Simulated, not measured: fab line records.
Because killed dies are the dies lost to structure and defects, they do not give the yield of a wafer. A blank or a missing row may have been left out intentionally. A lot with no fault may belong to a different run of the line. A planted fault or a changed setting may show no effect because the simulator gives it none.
Matching of chambers    flow nandHarc    NHARC_P_GATE_DESCUM_31 on rieDiel-01 has 4 sister chambers
The step chemistry O2, time 3 s. 16 wafers are shown with their chamber, then 8 later ones without.

## WAFERS PAIRED WITH THEIR CHAMBERS
wafer   chamber  showerheadPlenumPTorr (Torr)  drypumpMotorCurrentA (A)  oesProductAu (a.u.)
L074.1  2        2.00                          5.6                       1.009
L074.2  3        1.95                          5.0                       1.011
L074.5  1        2.05                          6.6                       1.001
L076.3  2        2.00                          5.5                       0.993
L076.4  1        2.05                          6.6                       0.999
L076.6  3        1.94                          5.0                       1.001
L077.1  0        1.91                          6.1                       0.995
L077.4  3        1.94                          5.0                       1.005
L077.5  0        1.91                          6.1                       0.991
L089.2  1        2.05                          6.6                       0.989
L089.3  3        1.94                          5.0                       1.006
L089.5  3        1.94                          5.0                       1.000
L088.3  0        1.91                          6.1                       0.972
L088.5  3        1.94                          5.0                       0.998
L088.6  2        2.00                          5.6                       0.998
L090.1  3        1.94                          5.0                       0.996

SIGNATURES (averages over the wafers above)
reading                chamber 0  chamber 1  chamber 2  chamber 3  scatter within a chamber
showerheadPlenumPTorr  1.9100     2.0500     2.0000     1.9414     0.00267
drypumpMotorCurrentA   6.100      6.600      5.567      5.000      0.0236
oesProductAu           0.98600    0.99633    1.00000    1.00243    0.00753
Rule: for each reading, subtract the chamber's mean from the wafer's reading, divide by that reading's scatter and square the result; add these up over the readings and take the root, which gives the wafer's distance from the chamber. The wafer belongs to the nearest chamber; if the next one is less than 2 further off, it can't be placed. How the scatter is found: for the shown wafers, subtract from each reading the mean of its chamber, square and add these, divide the total by (wafers less chambers), then take the root.

## WAFERS WITHOUT THEIR CHAMBER
wafer   showerheadPlenumPTorr (Torr)  drypumpMotorCurrentA (A)  oesProductAu (a.u.)
L090.2  2.05                          6.6                       0.989
L090.5  2.00                          5.5                       1.005
L092.1  2.00                          5.6                       1.002
L092.2  2.05                          6.5                       0.995
L092.3  1.91                          6.1                       0.985
L095.2  1.91                          6.1                       0.975
L095.4  2.04                          6.6                       0.988
L095.6  1.91                          6.1                       0.970

## WHICH CHAMBER EACH ONE RAN IN
wafer   from the rows above  in truth
L090.2  1                    1
L090.5  2                    2
L092.1  2                    2
L092.2  1                    1
L092.3  0                    0
L095.2  0                    0
L095.4  1                    1
L095.6  0                    0
8 of 8 placed correctly. Left unplaced by these rows: 0. Wrongly placed: 0.
